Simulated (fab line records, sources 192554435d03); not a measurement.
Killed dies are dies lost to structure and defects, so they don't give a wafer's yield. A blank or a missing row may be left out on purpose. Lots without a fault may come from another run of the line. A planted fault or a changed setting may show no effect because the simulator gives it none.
Chamber matching | flow n5_finfet | N5_BEOL_M11_DESCUM_16 on rie_diel-02: 4 sister chambers
The step chemistry O2, time 7.9 s. 4 wafers are shown with their chamber, then 7 later ones without.

WAFERS WITH THEIR CHAMBER
wafer  | chamber | showerhead_plenum_p_Torr (Torr)
L080.4 | 3       | 2.21
L080.5 | 2       | 1.97
L084.1 | 1       | 2.10
L084.3 | 0       | 2.00

WAFERS WITHOUT THEIR CHAMBER
wafer  | showerhead_plenum_p_Torr (Torr)
L084.5 | 2.10
L087.1 | 2.23
L087.2 | 2.10
L087.6 | 2.20
L090.2 | 2.10
L090.3 | 2.23
L090.6 | 2.23

WHICH CHAMBER EACH WENT THROUGH
wafer  | from the rows above | in truth
L084.5 | 1                   | 1
L087.1 | 3                   | 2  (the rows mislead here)
L087.2 | 1                   | 1
L087.6 | 3                   | 3
L090.2 | 1                   | 1
L090.3 | 3                   | 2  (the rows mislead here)
L090.6 | 3                   | 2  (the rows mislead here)
Placed correctly: 4 of 7. Can't be placed from these rows: 0. Placed wrongly: 3.
How it was worked out, from the rows above alone: a wafer's distance from a chamber is the root of the sum, over the readings, of the square of ((its reading less the chamber's mean) divided by the reading's scatter). The wafer belongs to the nearest chamber; if the next one is less than 2 further off, it can't be placed. A chamber's mean is the mean of its shown wafers. The scatter: with one shown wafer a chamber, the root of the mean of the squares of how far each hidden wafer lies from its nearest shown one.
